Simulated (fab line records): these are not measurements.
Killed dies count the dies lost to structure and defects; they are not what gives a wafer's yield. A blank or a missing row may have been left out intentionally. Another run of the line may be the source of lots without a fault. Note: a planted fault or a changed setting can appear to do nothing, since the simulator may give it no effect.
Matching of chambers + flow nand_harc + NHARC_P_M2_DEP_33 on pecvd-04 has 3 sister chambers
The step deposits SiCN, target thk 30 nm. 3 wafers are shown with their chamber, then 9 later ones without.

## WAFERS PAIRED WITH THEIR CHAMBERS
| wafer  | chamber | heater_power_w (W) |
|--------|---------|--------------------|
| L087.3 | 1       | 481                |
| L087.4 | 0       | 537                |
| L087.6 | 2       | 498                |

## WAFERS WITH NO CHAMBER GIVEN
| wafer  | heater_power_w (W) |
|--------|--------------------|
| L094.1 | 541                |
| L094.2 | 454                |
| L094.4 | 446                |
| L095.2 | 486                |
| L095.5 | 492                |
| L095.6 | 599                |
| L096.2 | 553                |
| L096.3 | 387                |
| L096.5 | 508                |

## EACH ONE'S CHAMBER
| wafer  | from the rows above          | in truth |
|--------|------------------------------|----------|
| L094.1 | can't be placed: 0 or 2 or 1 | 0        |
| L094.2 | can't be placed: 1 or 2 or 0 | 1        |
| L094.4 | can't be placed: 1 or 2 or 0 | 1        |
| L095.2 | can't be placed: 1 or 2 or 0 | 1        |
| L095.5 | can't be placed: 2 or 1 or 0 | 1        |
| L095.6 | can't be placed: 0 or 2 or 1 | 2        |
| L096.2 | can't be placed: 0 or 2 or 1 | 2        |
| L096.3 | can't be placed: 1 or 2 or 0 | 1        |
| L096.5 | can't be placed: 2 or 1 or 0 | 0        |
Correctly placed: 0 of 9. Can't be placed from these rows: 9 (the true chamber is among the candidates in 9). Number placed wrongly: 0.
How it was worked out, from the rows above alone: a wafer's distance from a chamber is the root of the sum, over the readings, of the square of ((its reading less the chamber's mean) divided by the reading's scatter). If the next closest chamber is less than 2 further off than the closest, the wafer can't be placed; otherwise it belongs to the closest. Each chamber's mean is taken over the wafers shown for it. The scatter: with one shown wafer a chamber, the root of the mean of the squares of how far each hidden wafer lies from its nearest shown one.
